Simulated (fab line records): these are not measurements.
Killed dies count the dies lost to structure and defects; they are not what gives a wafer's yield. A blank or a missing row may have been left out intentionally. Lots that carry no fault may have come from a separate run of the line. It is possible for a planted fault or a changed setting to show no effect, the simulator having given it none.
fab line records	flow n5Finfet
record: lots: 5	wafers: 15	lastDay: 18
route steps=1938 shown BEOL_M4@1099 BEOL_M5@1112 PASSIVATION@1930
lots that met no fault: taken from a fault-free run of the same line
startH: hours from the record's opening day to when the first of the lot's shown wafers began	waitH: hours elapsed since this lot's preceding step	" as in the row above	L1.1+2: a row that stands for several wafers	- no value present, or no start provided	* or withheld: withheld	< > ~ a bound
route shown NAME@n: a module of which the file shows steps, and the number in the route of the first	usual: mean/standard deviation of fault-free wafers	same: alike in all rows	chamber/n: place in a boat	sites: readings site by site	_std_site: standard deviation across them	_edge_site: the outer-site mean with the inner-site mean subtracted	radiusMm: how far each site lies from the wafer's centre	mask NAME#n: copy n	behind: the most recent tool/chamber to have shaped the wafer	hold: reason for holding the lot/hours on hold/outcome of the hold	device: names the non-switching transistor (n, p or np)	end of line: at the end of the route, the tests of the same wafers	a step given without rows: its recipe and nothing more	killed: not the wafer's yield, but the dies lost to structure and defects at the first sort	map: the dies of a wafer, with x for killed, . for not killed, _ for no die there
set.NAME: the setting the step ran with; set.NAME@STEP: the setting that earlier step ran with	model.NAME: the simulator's own value behind a step, which no gauge read
certain route steps with their lots: each step a table, each wafer a row
services: from which hour (startH, from the record's first day; less than 0 if before it) a tool's chamber was out of use, for how many hours, and why
== steps ==
step: N5_BEOL_M4_ANNEAL_95
recipe: tempC: 400	timeS: 240	ambient: vacuum
step: N5_BEOL_M4_SPUTTER_96
recipe: material: Cu	targetThkA: 45	tempC: -20	chamberPressurePa: 0.07	powerW: withheld	timeS: 8.29
step: N5_BEOL_M4_ECD_50
recipe: material: Cu	targetThkA: 3000
step: N5_BEOL_M4_ANNEAL_51
recipe: tempC: 225	timeS: 90	ambient: N2
step: N5_BEOL_M4_CMP_52
recipe: stopOn: SiOC	tOverpolishS: 6.8	downForcePsi: 1	platenRpm: 50	clearingPlatenDownForcePsi: 1.5	clearingPlatenRpm: 50	postCmpClean: cuAlkaline	targetThkNm: 40	clearingPlatenPadVelocityMS: 0.99484	padVelocityMS: 0.99484
step: N5_BEOL_M4_PRE_CLEAN_60
recipe: gas: NH3/H2	timeS: 15	tempC: *	rfPowerW: 300
step: N5_BEOL_M4_CO_CAP_55
recipe: material: Co	targetThkA: 20	tempC: 200	precursor: CCTBA/H2	pressureTorr: 30	timeS: 102.1
step: N5_BEOL_M4_PRE_CLEAN_56
recipe: gas: NH3	timeS: 15	tempC: withheld	rfPowerW: 300
step: N5_BEOL_M4_DEP_57
recipe: material: SiCN	targetThkA: 80	tempC: withheld	precursor: 3MS/NH3	pressureTorr: 3	rfW: 202	timeS: 14
step: N5_BEOL_M4_RC_MEAS_101
usual: DIBL_N: 35.8/1.6	DIBL_P: 36.0/1.9	IOFF_N: 0.151/0.029	IOFF_P: 0.21/0.037	ION_N: 673/12	ION_P: 463/7.3	SS_N: 71.5/0.58	SS_P: 73.2/0.61	VT_N: 251/3.3	VT_P: -250/3.3
lot.wafer	tool	chamber	startH	waitH	DIBL_N[mV/V]	DIBL_P[mV/V]	IOFF_N[nA/um]	IOFF_P[nA/um]	ION_N[uA/um]	ION_P[uA/um]	SS_N[mV/dec]	SS_P[mV/dec]	VT_N[mV]	VT_P[mV]
L442.2	prober-01	0	186.86	0.2	37.0	37.5	0.157	0.21	682	468	70.7	73.4	253	-249
L442.3	"	0	"	"	34.7	34.5	0.109	0.17	650	454	70.7	71.9	257	-252
L442.5	"	0	"	"	37.1	37.3	0.151	0.21	672	455	71.0	73.5	251	-248
L458.1	prober-01	0	280.84	0.0	35.6	35.9	0.150	0.20	673	459	71.4	73.4	247	-251
L458.5	"	0	"	"	33.0	32.2	0.112	0.15	672	461	70.1	73.0	255	-255
L458.6	"	0	"	"	36.4	37.1	0.163	0.23	672	466	71.8	74.1	249	-249
L459.2	prober-02	0	284.94	0.2	35.2	35.5	0.154	0.21	680	467	71.5	73.6	251	-250
L459.4	"	0	"	"	35.4	36.3	0.158	0.23	678	465	71.0	73.0	247	-247
L459.5	"	0	"	"	34.0	34.2	0.125	0.19	655	453	71.7	73.3	251	-252
L460.1	prober-01	0	298.73	0.0	35.4	37.2	0.163	0.22	687	471	71.6	74.1	248	-249
L460.4	"	0	"	"	35.1	36.1	0.154	0.20	676	460	71.5	73.4	247	-252
L460.6	"	0	"	"	35.6	37.5	0.161	0.21	675	464	71.8	74.1	249	-251
L463.2	prober-01	0	314.73	0.2	34.0	34.4	0.113	0.19	654	457	71.1	73.3	256	-252
L463.4	"	0	"	"	33.1	34.0	0.114	0.18	671	471	70.7	72.3	258	-251
L463.6	"	0	"	"	31.8	32.0	0.099	0.15	664	463	71.3	72.2	257	-252
step: N5_BEOL_M5_ILD_DEP_00
recipe: material: SiCOH_lowk	targetThkA: 1406.4	tempC: 300	precursor: DEMS/porogen	pressureTorr: 5	rfW: 500	timeS: 25.9
step: N5_BEOL_M5_CURE_79
recipe: tempC: 385	timeS: 240	ambient: He/Ar	material: SiCOH_lowk
step: N5_BEOL_M5_PECVD_70
recipe: material: SiO2	targetThkA: 160	tempC: 400	precursor: TEOS/O2	pressureTorr: 5.5	rfW: 450	teosFlowSccm: 53.8	gas: O2	flowSccm: 3000	timeS: 18
step: N5_BEOL_M5_HM_DEP_02
recipe: material: TiN	targetThkA: 200	tempC: 25	chamberPressurePa: 0.49996
step: N5_BEOL_M5_COAT_59
recipe: resist: SOC	tempC: 250	timeS: 60	spinRpm: 1500	resistThkNm: 60
step: N5_BEOL_M5_COAT_60
recipe: resist: SiARC	tempC: 220	timeS: 60	spinRpm: 1500	resistThkNm: 12
step: N5_BEOL_M5_COAT_71
recipe: resist: underlayer	tempC: 205	timeS: 60	spinRpm: 1500	resistThkNm: 5
step: N5_BEOL_M5_COAT_05
recipe: resist: CAR-EUV	spinRpm: 1500	resistThkNm: 30
step: N5_BEOL_M5_EBR_07
recipe: solvent: PGMEA	ebrWidthMm: 1.5
step: N5_BEOL_M5_SOFTBAKE_06
recipe: tempC: 110	timeS: 60	resist: CAR-EUV
step: N5_BEOL_M5_EXPOSE_08
recipe: maskId: M5	na: 0.33	sourceShape: annular	sigmaInner: 0.4	sigmaOuter: 0.8	polarization: unpolarized	targetCdNm: 28	doseMj: 35.75
step: N5_BEOL_M5_PEB_09
recipe: pebTempC: 100	pebTimeS: 60	resist: CAR-EUV
step: N5_BEOL_M5_DEVELOP_10
recipe: developTimeS: 30	developer: TMAH	resist: CAR-EUV	rinseLiquid: surfactantRinse	dry: airSpin	devTempC: 23
step: N5_BEOL_M5_DESCUM_16
recipe: chemistry: O2	timeS: 7	sourcePowerW: 50	biasPowerW: 20	pressureMtorr: 20	rfFrequencyHz: 2.712e+07	tempC: 40	resist: CAR-EUV	o2FlowSccm: 225
step: N5_BEOL_M5_ETCH_72
recipe: chemistry: N2/H2	target: underlayer	targetDepthA: 65	maskMaterial: CAR-EUV	timeS: 5.2	ionEnergyEv: 200	pressureMtorr: 30	sourceW: 840	biasW: 150	n2FlowSccm: 200	h2FlowSccm: 200	ends: cleared
step: N5_BEOL_M5_ETCH_61
recipe: chemistry: CF4	target: SiARC	targetDepthA: 156	maskMaterial: CAR-EUV	timeS: 26	ionEnergyEv: 80	pressureMtorr: 40	sourceW: 545	biasW: 36	Ar_flow_sccm: 100	cf4FlowSccm: 100	ends: cleared
step: N5_BEOL_M5_ETCH_62
recipe: chemistry: N2/H2	target: SOC	targetDepthA: 750	overetchA: 150	maskMaterial: SiARC	tempC: 40	timeS: 112.5	ionEnergyEv: 200	pressureMtorr: 30	sourceW: 840	biasW: 150	n2FlowSccm: 200	h2FlowSccm: 200
step: N5_BEOL_M5_STRIP_63
recipe: chemistry: N2/H2	tempC: 40	n2FlowSccm: 200	h2FlowSccm: 200	rfFrequencyHz: 6e+07
step: N5_BEOL_M5_STRIP_73
recipe: chemistry: N2/H2	tempC: 40	n2FlowSccm: 200	h2FlowSccm: 200	rfFrequencyHz: 6e+07
step: N5_BEOL_M5_STRIP_64
recipe: chemistry: CF4	resist: SiARC	powerW: 300	biasPowerW: 75	pressureMtorr: 50	cf4FlowSccm: 150	rfFrequencyHz: 6e+07
step: N5_BEOL_M5_HM_OPEN_17
recipe: chemistry: Cl2/BCl3	targetDepthA: 200	overetchA: 60	target: TiN	maskMaterial: SOC	ionEnergyEv: 150	pressureMtorr: 10	icpW: 1000	biasW: 126	Cl2_flow_sccm: 53.25	bcl3FlowSccm: 21.75	Ar_flow_sccm: 25
step: N5_BEOL_M5_STRIP_19
recipe: chemistry: O2	powerW: 400	tempC: 40	pressureMtorr: 30	rfFrequencyHz: 6e+07	biasPowerW: 0	overashFraction: 0.2	o2FlowSccm: 225
step: N5_BEOL_M5_COAT_65
recipe: resist: SOC	tempC: 250	timeS: 60	spinRpm: 1500	resistThkNm: 60
step: N5_BEOL_M5_COAT_66
recipe: resist: SiARC	tempC: 220	timeS: 60	spinRpm: 1500	resistThkNm: 12
step: N5_PASSIVATION_ETCH_54
recipe: chemistry: CHF3/O2	target: SiO2	targetDepthA: 8800	CHF3_flow_sccm: 50	O2_flow_sccm: 5	Ar_flow_sccm: 200	timeS: 440	maskMaterial: PR	pressureMtorr: 30	sourceW: 650	biasW: 170	ionEnergyEv: 200
usual: CHF3_flow_sccm: 50.03/0.15	O2_flow_sccm: 5.002/0.015	drypumpMotorCurrentA: 5.8/0.48	oesProductAu: 0.84/0.083	rfFwdPowerW: 649.1/1.9	rfVppV: 530/11	showerheadPlenumPTorr: 2.45/0.069	throttleValvePct: 18.69/0.21
lot.wafer	tool	chamber	startH	waitH	CHF3_flow_sccm	O2_flow_sccm	drypumpMotorCurrentA	oesProductAu	rfFwdPowerW	rfHoursCounterH	rfVppV	showerheadPlenumPTorr	throttleValvePct
L442.2	rieDiel-04	1	283.29	0.1	50.04	4.974	6.3	0.90	649.8	30	509	2.36	18.48
L442.3	"	3	"	"	50.06	4.979	6.4	0.82	647.3	77	538	2.45	18.96
L442.5	"	2	"	"	50.10	5.023	5.6	0.95	646.2	-	537	2.55	18.55
L458.1	rieDiel-04	2	386.49	0.1	-	-	-	-	-	-	-	-	-
L458.5	"	2	"	"	-	-	-	-	-	-	-	-	-
L458.6	"	3	"	"	-	-	-	-	-	-	-	-	-
L459.2	rieDiel-03	1	392.43	0.1	-	-	-	-	-	-	-	-	-
L459.4	"	3	"	"	-	-	-	-	-	-	-	-	-
L459.5	"	1	"	"	-	-	-	-	-	-	-	-	-
L460.1	rieDiel-03	1	406.70	0.1	-	-	-	-	-	-	-	-	-
L460.4	"	2	"	"	-	-	-	-	-	-	-	-	-
L460.6	"	2	"	"	-	-	-	-	-	-	-	-	-
L463.2	rieDiel-02	0	422.05	0.1	50.14	5.012	5.3	0.87	647.8	36	536	2.53	18.29
L463.4	"	3	"	"	50.25	5.002	5.6	0.95	646.4	12	528	2.39	18.66
L463.6	"	2	"	"	50.15	5.005	5.2	0.87	650.1	-	522	2.45	18.91
step: N5_PASSIVATION_PROBE_49
usual: defectLimitedYield: 90.9/1.4	killed_at_M0_to_M3: 37/12	killed_at_M4_up: 14/5.3	killedAtContacts: 12/6.2	killedAtFrontEnd: 41/11	killedAtOther: 3.7/2.9	killedDies: 107/17	killedOnRim: 14/4.4	killedOpen: 71/12	killedShort: 34/7.9	sort_bin_5_function: 5.3/0.95	sort_bin_6_memory: 3.4/0.7	sortNPass: 1073/17	sortYieldPct: 90.9/1.5
same: grossDies: 1180	killedAtBackSide: 0	sort_bin_4_leakage[%]: 0	sort_bin_8_speed[%]: 0
lot.wafer	tool	chamber	startH	waitH	defectLimitedYield[%]	killed_at_M0_to_M3	killed_at_M4_up	killedAtContacts	killedAtFrontEnd	killedAtOther	killedDies	killedOnRim	killedOpen	killedShort	sort_bin_5_function[%]	sort_bin_6_memory[%]	sortNPass	sortYieldPct[%]
L458.1	prober-01	-	389.39	0.0	0	32	16	18	36	1078	1180	152	72	36	96.3	3.4	0	0
L458.5	prober-01	-	389.59	0.2	0	32	9	19	46	1074	1180	152	79	35	96.1	3.6	0	0
L458.6	prober-01	-	389.64	0.3	0	54	10	27	49	1040	1180	152	83	61	95.5	4.2	0	0
L459.2	prober-02	-	395.26	0.1	0	37	12	16	34	1081	1180	152	73	36	95.7	3.9	0	0
L459.4	prober-02	-	395.36	0.2	0	37	22	15	32	1074	1180	152	75	33	95.8	4.0	0	0
L459.5	prober-02	-	395.41	0.2	0	48	14	12	41	1065	1180	152	77	45	95.8	3.9	0	0
L460.1	prober-02	-	409.52	0.0	0	21	17	8	43	1091	1180	152	74	17	97.0	2.9	0	0
L460.4	prober-02	-	409.67	0.2	0	28	11	10	64	1067	1180	152	71	46	96.0	3.4	0	0
L460.6	prober-02	-	409.77	0.3	0	30	33	19	42	1056	1180	152	87	44	95.5	4.5	0	0
killed by level:class
L458.1 PASSIVATION:areaEtch=1072 MOL_CONTACT_COAG:geometricParticle:open=13 BEOL_M0_SAQP:geometricParticle:short=10 STI_FIN_REVEAL:geometricParticle:open=9 FIN_SAQP:geometricParticle:open=7 BEOL_M0_SAQP:geometricParticle:open=7 DUMMY_GATE:geometricParticle:open=6 BEOL_M1:geometricParticle:open=6
L458.5 PASSIVATION:areaEtch=1066 MOL_CONTACT_COAG:geometricParticle:open=17 FIN_SAQP:geometricParticle:open=14 BEOL_M0_SAQP:geometricParticle:open=11 BEOL_M1:geometricParticle:open=10 DUMMY_GATE:geometricParticle:open=9 FIN_SAQP:geometricParticle:short=8 BEOL_M0_SAQP:geometricParticle:short=7
L458.6 PASSIVATION:areaEtch=1036 MOL_CONTACT_COAG:geometricParticle:open=24 BEOL_M0_SAQP:geometricParticle:short=14 BEOL_M3:geometricParticle:short=11 GATE_CUT:geometricParticle:short=9 BEOL_M1:geometricParticle:open=9 FIN_SAQP:geometricParticle:open=7 BEOL_M1:geometricParticle:short=7
L459.2 PASSIVATION:areaEtch=1070 MOL_CONTACT_COAG:geometricParticle:open=15 BEOL_M0_SAQP:geometricParticle:short=11 FIN_SAQP:geometricParticle:open=8 BEOL_M0_SAQP:geometricParticle:open=8 BEOL_M1:geometricParticle:open=7 BEOL_M2:geometricParticle:open=7 STI_FIN_REVEAL:geometricParticle:open=6
L459.4 PASSIVATION:areaEtch=1070 BEOL_M0_SAQP:geometricParticle:open=15 MOL_CONTACT_COAG:geometricParticle:open=13 BEOL_M4:geometricParticle:open=10 BEOL_M0_SAQP:geometricParticle:short=8 FIN_SAQP:geometricParticle:short=6 BEOL_M8:geometricParticle:open=6 STARTING-WAFER:geometricParticle:open=5
L459.5 PASSIVATION:areaEtch=1055 BEOL_M0_SAQP:geometricParticle:short=15 STI_FIN_REVEAL:geometricParticle:open=11 MOL_CONTACT_COAG:geometricParticle:open=11 BEOL_M0_SAQP:geometricParticle:open=9 BEOL_M1:geometricParticle:open=9 ILD0:geometricParticle:short=7 BEOL_M4:geometricParticle:open=7
L460.1 PASSIVATION:areaEtch=1089 STI_FIN_REVEAL:geometricParticle:open=12 BEOL_M4:geometricParticle:open=9 DUMMY_GATE:geometricParticle:open=8 FIN_SAQP:geometricParticle:open=7 MOL_CONTACT_COAG:geometricParticle:open=6 BEOL_M0_SAQP:geometricParticle:open=6 FIN_SAQP:geometricParticle:short=5
L460.4 PASSIVATION:areaEtch=1061 STI_FIN_REVEAL:geometricParticle:open=19 FIN_SAQP:geometricParticle:open=12 FIN_SAQP:geometricParticle:short=10 MOL_CONTACT_COAG:geometricParticle:open=9 BEOL_M0_SAQP:geometricParticle:short=9 BEOL_M0_SAQP:geometricParticle:open=6 DUMMY_GATE:geometricParticle:open=5
L460.6 PASSIVATION:areaEtch=1048 MOL_CONTACT_COAG:geometricParticle:open=15 FIN_SAQP:geometricParticle:open=14 BEOL_M4:geometricParticle:open=12 FIN_SAQP:geometricParticle:short=9 BEOL_M0_SAQP:geometricParticle:open=9 BEOL_M0_SAQP:geometricParticle:short=8 BEOL_M5:geometricParticle:open=8
map L458.1 (x killed, . not)
_________________xxxxxxxxxxxx________________
______________xxxxxxxxxxxxxxxxxx_____________
___________xxxxxxxxxxxxxxxxxxxxxxxx__________
__________xxxxxxxxxxxxxxxxxxxxxxxxxx_________
________xxxxxxxxxxxxxxxxxxxxxxxxxxxxxx_______
_______xxxxxxxxxxxxxxxxxxxxxxxxxxxxxxxx______
______xxxxxxxxxxxxxxxxxxxxxxxxxxxxxxxxxx_____
_____xxxxxxxxxxxxxxxxxxxxxxxxxxxxxxxxxxxx____
____xxxxxxxxxxxxxxxxxxxxxxxxxxxxxxxxxxxxxx___
___xxxxxxxxxxxxxxxxxxxxxxxxxxxxxxxxxxxxxxxx__
___xxxxxxxxxxxxxxxxxxxxxxxxxxxxxxxxxxxxxxxx__
__xxxxxxxxxxxxxxxxxxxxxxxxxxxxxxxxxxxxxxxxxx_
__xxxxxxxxxxxxxxxxxxxxxxxxxxxxxxxxxxxxxxxxxx_
_xxxxxxxxxxxxxxxxxxxxxxxxxxxxxxxxxxxxxxxxxxxx
_xxxxxxxxxxxxxxxxxxxxxxxxxxxxxxxxxxxxxxxxxxxx
_xxxxxxxxxxxxxxxxxxxxxxxxxxxxxxxxxxxxxxxxxxxx
_xxxxxxxxxxxxxxxxxxxxxxxxxxxxxxxxxxxxxxxxxxxx
_xxxxxxxxxxxxxxxxxxxxxxxxxxxxxxxxxxxxxxxxxxxx
_xxxxxxxxxxxxxxxxxxxxxxxxxxxxxxxxxxxxxxxxxxxx
_xxxxxxxxxxxxxxxxxxxxxxxxxxxxxxxxxxxxxxxxxxxx
_xxxxxxxxxxxxxxxxxxxxxxxxxxxxxxxxxxxxxxxxxxxx
__xxxxxxxxxxxxxxxxxxxxxxxxxxxxxxxxxxxxxxxxxx_
__xxxxxxxxxxxxxxxxxxxxxxxxxxxxxxxxxxxxxxxxxx_
___xxxxxxxxxxxxxxxxxxxxxxxxxxxxxxxxxxxxxxxx__
___xxxxxxxxxxxxxxxxxxxxxxxxxxxxxxxxxxxxxxxx__
____xxxxxxxxxxxxxxxxxxxxxxxxxxxxxxxxxxxxxx___
_____xxxxxxxxxxxxxxxxxxxxxxxxxxxxxxxxxxxx____
______xxxxxxxxxxxxxxxxxxxxxxxxxxxxxxxxxx_____
_______xxxxxxxxxxxxxxxxxxxxxxxxxxxxxxxx______
________xxxxxxxxxxxxxxxxxxxxxxxxxxxxxx_______
__________xxxxxxxxxxxxxxxxxxxxxxxxxx_________
___________xxxxxxxxxxxxxxxxxxxxxxxx__________
______________xxxxxxxxxxxxxxxxxx_____________
_________________xxxxxxxxxxxx________________
map L459.2 (x killed, . not)
_________________xxxxxxxxxxxx________________
______________xxxxxxxxxxxxxxxxxx_____________
___________xxxxxxxxxxxxxxxxxxxxxxxx__________
__________xxxxxxxxxxxxxxxxxxxxxxxxxx_________
________xxxxxxxxxxxxxxxxxxxxxxxxxxxxxx_______
_______xxxxxxxxxxxxxxxxxxxxxxxxxxxxxxxx______
______xxxxxxxxxxxxxxxxxxxxxxxxxxxxxxxxxx_____
_____xxxxxxxxxxxxxxxxxxxxxxxxxxxxxxxxxxxx____
____xxxxxxxxxxxxxxxxxxxxxxxxxxxxxxxxxxxxxx___
___xxxxxxxxxxxxxxxxxxxxxxxxxxxxxxxxxxxxxxxx__
___xxxxxxxxxxxxxxxxxxxxxxxxxxxxxxxxxxxxxxxx__
__xxxxxxxxxxxxxxxxxxxxxxxxxxxxxxxxxxxxxxxxxx_
__xxxxxxxxxxxxxxxxxxxxxxxxxxxxxxxxxxxxxxxxxx_
_xxxxxxxxxxxxxxxxxxxxxxxxxxxxxxxxxxxxxxxxxxxx
_xxxxxxxxxxxxxxxxxxxxxxxxxxxxxxxxxxxxxxxxxxxx
_xxxxxxxxxxxxxxxxxxxxxxxxxxxxxxxxxxxxxxxxxxxx
_xxxxxxxxxxxxxxxxxxxxxxxxxxxxxxxxxxxxxxxxxxxx
_xxxxxxxxxxxxxxxxxxxxxxxxxxxxxxxxxxxxxxxxxxxx
_xxxxxxxxxxxxxxxxxxxxxxxxxxxxxxxxxxxxxxxxxxxx
_xxxxxxxxxxxxxxxxxxxxxxxxxxxxxxxxxxxxxxxxxxxx
_xxxxxxxxxxxxxxxxxxxxxxxxxxxxxxxxxxxxxxxxxxxx
__xxxxxxxxxxxxxxxxxxxxxxxxxxxxxxxxxxxxxxxxxx_
__xxxxxxxxxxxxxxxxxxxxxxxxxxxxxxxxxxxxxxxxxx_
___xxxxxxxxxxxxxxxxxxxxxxxxxxxxxxxxxxxxxxxx__
___xxxxxxxxxxxxxxxxxxxxxxxxxxxxxxxxxxxxxxxx__
____xxxxxxxxxxxxxxxxxxxxxxxxxxxxxxxxxxxxxx___
_____xxxxxxxxxxxxxxxxxxxxxxxxxxxxxxxxxxxx____
______xxxxxxxxxxxxxxxxxxxxxxxxxxxxxxxxxx_____
_______xxxxxxxxxxxxxxxxxxxxxxxxxxxxxxxx______
________xxxxxxxxxxxxxxxxxxxxxxxxxxxxxx_______
__________xxxxxxxxxxxxxxxxxxxxxxxxxx_________
___________xxxxxxxxxxxxxxxxxxxxxxxx__________
______________xxxxxxxxxxxxxxxxxx_____________
_________________xxxxxxxxxxxx________________
== services ==
tool	chamber	startH	hours	kind
rieDiel-03	0	259.75	6.6	repair
rieDiel-02	0	261.10	2.4	repair
rieDiel-02	1	273.09	-	clean
rieDiel-02	1	273.09	-	consumableReplace:focusRing
rieDiel-02	1	273.09	16.4	scheduledDown
rieDiel-02	1	273.09	16.4	ventCycle
rieDiel-02	0	299.92	-	clean
rieDiel-02	0	299.92	-	consumableReplace:focusRing
rieDiel-02	0	299.92	-	consumableReplace:showerhead
rieDiel-02	0	299.92	20.6	scheduledDown
rieDiel-02	0	299.92	20.6	ventCycle
rieDiel-03	0	310.73	1.4	repair
rieDiel-03	2	316.71	5.3	repair
rieDiel-04	3	341.69	14.3	repair
rieDiel-02	-	344.12	2.0	repair
rieDiel-04	1	345.68	5.8	repair
rieDiel-04	-	346.66	14.6	pm
rieDiel-03	0	353.91	-	clean
rieDiel-03	0	353.91	-	consumableReplace:focusRing
rieDiel-03	0	353.91	15.8	scheduledDown
rieDiel-03	0	353.91	15.8	ventCycle
rieDiel-02	0	362.01	4.7	repair
rieDiel-02	3	366.80	-	clean
rieDiel-03	1	415.24	4.9	repair
== key ==
firstSign: step: N5_PASSIVATION_ETCH_54	reading: toolRecord	direction: missing
effect: step: N5_PASSIVATION_PROBE_49	reading: killedAtOther	direction: up	sigmas: 99+	usual: 3.7	struck: 1069.6
moreKillsBornAt: N5_PASSIVATION_ETCH_54@rieDiel-03: 6393	N5_PASSIVATION_ETCH_54@rieDiel-04: 3174
metAt N5_PASSIVATION_ETCH_54
struckWafers L458.1,L458.5,L458.6,L459.2,L459.4,L459.5,L460.1,L460.4,L460.6
laterRowsLeftOut L458.1,L458.5,L458.6,L459.2,L459.4,L459.5,L460.1,L460.4,L460.6
onsetBetween 283.29 386.49
fault: kind: skippedStepWhole	tool: rieDiel-03,rieDiel-04	chamber: -	onsetH: 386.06	steps: N5_PASSIVATION_ETCH_54	scope: struckLotsOnly
laterRowsLeftOut: the simulator's readings of these wafers behind a module that went badly wrong aren't trusted and aren't shown, but for the sort
